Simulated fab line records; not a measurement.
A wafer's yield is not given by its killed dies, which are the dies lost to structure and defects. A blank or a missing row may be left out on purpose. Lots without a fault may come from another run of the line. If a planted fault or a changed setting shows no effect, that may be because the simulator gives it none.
Lot-split experiment -- flow n5_finfet -- route with 1938 steps; 7 lots, 21 wafers read

## THE SPLIT
At N5_HKMG_FIN_COAT_43 (resist thk 90 nm), the setting spin_rpm was moved away from the recipe's 1500 rpm on 4 of the 21 wafers read, by -7.5% to +9.5%. The other wafers ran this setting at the recipe's value.

## FROM THE SPLIT TO THE READING: what the file shows between them, 5 steps
- N5_HKMG_FIN_EBR_45
- N5_HKMG_FIN_SOFTBAKE_44: time 60 s
- N5_HKMG_FIN_EXPOSE_46: exposes mask NDIPOLE
- N5_HKMG_FIN_PEB_47: peb time 60 s
- N5_HKMG_FIN_DEVELOP_48: develop time 30 s

## THE READING
CAR-ArF_of_HKMG_FIN_COAT_43.thk_nm (the simulator's own value, which no gauge read), in nm, at N5_HKMG_FIN_ETCH_54 (etches SiARC in CF4, target depth 45.5 nm, time 75.8 s). The file does not state a usual value for it. Here, 17 wafers ran the recipe; their average is 51.0 nm with a standard deviation of 0.36 nm.

wafer,"tool, chamber at the split","spin_rpm as run, rpm",against the recipe,"CAR-ArF_of_HKMG_FIN_COAT_43.thk_nm, nm",against lot-mates on the recipe
L078.3,"litho_track-05, 0",1500,recipe,50.8,-
L078.4,"litho_track-05, 0",1500,recipe,51,-
L078.5,"litho_track-05, 0",1500,recipe,50.8,-
L082.2,"litho_track-03, 0",1500,recipe,50.4,-
L082.4,"litho_track-03, 0",1500,recipe,50.6,-
L082.6,"litho_track-03, 0",1396,-6.9%,53.8,+3.3
L084.1,"litho_track-05, 0",1388,-7.5%,55,+3.9
L084.2,"litho_track-05, 0",1500,recipe,51,-
L084.4,"litho_track-05, 0",1500,recipe,51.2,-
L086.1,"litho_track-05, 0",1500,recipe,51,-
L086.5,"litho_track-05, 0",1500,recipe,51.4,-
L086.6,"litho_track-05, 0",1500,recipe,51.4,-
L089.1,"litho_track-02, 0",1500,recipe,51.6,-
L089.3,"litho_track-02, 0",1642,+9.5%,47.2,-4.4
L089.4,"litho_track-02, 0",1500,recipe,51.6,-
L090.4,"litho_track-05, 0",1500,recipe,50.6,-
L090.5,"litho_track-05, 0",1641,+9.4%,46.8,-4.0
L090.6,"litho_track-05, 0",1500,recipe,51,-
L093.1,"litho_track-02, 0",1500,recipe,50.6,-
L093.4,"litho_track-02, 0",1500,recipe,51.4,-
L093.6,"litho_track-02, 0",1500,recipe,50.8,-

THE FIT
A straight line over all 21 wafers: CAR-ArF_of_HKMG_FIN_COAT_43.thk_nm changes by -0.443 nm for each +1% of spin_rpm; r = -0.98; the points scatter about the line by 0.39 nm.
The same after taking each lot's own level away (the mean of its wafers on the recipe; 21 wafers): -0.466 nm for each +1%; r = -0.99; scatter 0.22 nm.
On that fit, the largest move of spin_rpm shifts the reading by 4.4 nm.
The lots' own levels span 50.50 to 51.60 nm, that is 3.1 times the standard deviation above.
The two slopes are in agreement: the lot-to-lot level therefore moves the slope only a little.
Check: with one of the wafers moved furthest among these (+9.5%) left out of the fit, the line predicts -4.36 nm for it against its lot-mates. It came out at -4.4 nm against them.

## FURTHER SPLITS ON THESE WAFERS
These wafers also went through other splits before the reading. Each is held against what the fit with the lots' levels taken away leaves over:
other split on the same wafers,wafers away from the commonest value,r with CAR-ArF_of_HKMG_FIN_COAT_43.thk_nm (lot level and that fit taken away)
N5_WELL_APT_COAT_02 spin_rpm,7,+0.19
N5_PMOS_HMC_CHANNEL_EPI_HM_DEP_34 time_s,4,-0.14
N5_PMOS_HMC_CHANNEL_EPI_PEB_07 peb_time_s,7,-0.03
N5_DUMMY_GATE_ETCH_31 target_depth_a,7,-0.10
N5_SD_EPI_N_EPI_21 epi_growth_time_s,9,-0.12

## THE WHOLE CHAIN: every reading that the file lists as answering this split, in the file's order
step,what it does,reading,change (the file's fit),r (the file's)
N5_HKMG_FIN_COAT_43,resist thk 90 nm,"CAR-ArF_of_HKMG_FIN_COAT_43.thk_nm (the simulator's own value, which no gauge read)",-0.451 nm for each +1% of the setting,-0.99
N5_HKMG_FIN_DEVELOP_48,develop time 30 s,"CAR-ArF_of_HKMG_FIN_COAT_43.thk_nm (the simulator's own value, which no gauge read)",-0.461 nm for each +1% of the setting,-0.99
N5_HKMG_FIN_ETCH_54,"etches SiARC in CF4, target depth 45.5 nm, time 75.8 s","CAR-ArF_of_HKMG_FIN_COAT_43.thk_nm (the simulator's own value, which no gauge read)",-0.466 nm for each +1% of the setting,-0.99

## THE FILE'S OWN FIT
CAR-ArF_of_HKMG_FIN_COAT_43.thk_nm changes by -0.466 nm for each +1% of spin_rpm, r = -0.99.
